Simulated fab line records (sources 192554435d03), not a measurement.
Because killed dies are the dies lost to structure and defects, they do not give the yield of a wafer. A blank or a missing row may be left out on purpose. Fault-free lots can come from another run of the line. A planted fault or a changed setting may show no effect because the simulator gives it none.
Which tool did it?	flow n5-finfet	36 wafers sampled from 12 lots at 1 step of a route of 1938

## WHAT THE GAUGES READ, wafer by wafer
N5_BEOL_M2_CD_MEAS_28: target cd 26.2 nm, target cd y 24.1 nm.
lot	measured	on	cd-nm (nm)
L075	day 7 02:24	cd-sem-02	26.15 26.53 26.64
L077	day 7 03:45	cd-sem-03	26.40 26.34 26.24
L079	day 7 12:22	cd-sem-02	26.37 25.95 26.12
L080	day 8 05:52	cd-sem-03	25.98 26.54 26.39
L083	day 8 19:50	cd-sem-02	26.35 26.34 26.33
L085	day 9 08:25	cd-sem-01	26.34 26.05 25.93
L087	day 10 04:08	cd-sem-01	26.12 26.12 26.34
L089	day 10 11:04	cd-sem-03	26.27 25.92 26.84
L091	day 10 23:35	cd-sem-02	26.40 26.05 26.38
L093	day 11 04:58	cd-sem-01	25.91 26.05 25.83
L095	day 11 15:18	cd-sem-01	26.39 26.44 26.17
L097	day 12 04:41	cd-sem-01	26.28 26.41 25.87

## WHAT TOOL EACH LOT RAN ON (gives the tool, then ch and the chambers of the sampled wafers, and finally the start)
Record: no process step prior to these readings.

## THE ANSWER, worked out from the rows above alone
Rule: usual is defined by the lots themselves. Put in order of their means at a reading, lots are off if they are a third of the lots or fewer, leave a main group of 4 or more, and stand apart from it by a gap of 3 or more times the standard deviation of the main group's means; of several such gaps the widest counts. Not used: any main group whose means are identical at the precision the tables above print for the reading. Also off: a lot with no number at a reading for which 4 or more lots have one. The other lots that the step has rows for count as sound.
None of the lots is off at any reading shown; this tells nothing.

## WHAT HAD BEEN PUT IN BY THE SIMULATOR
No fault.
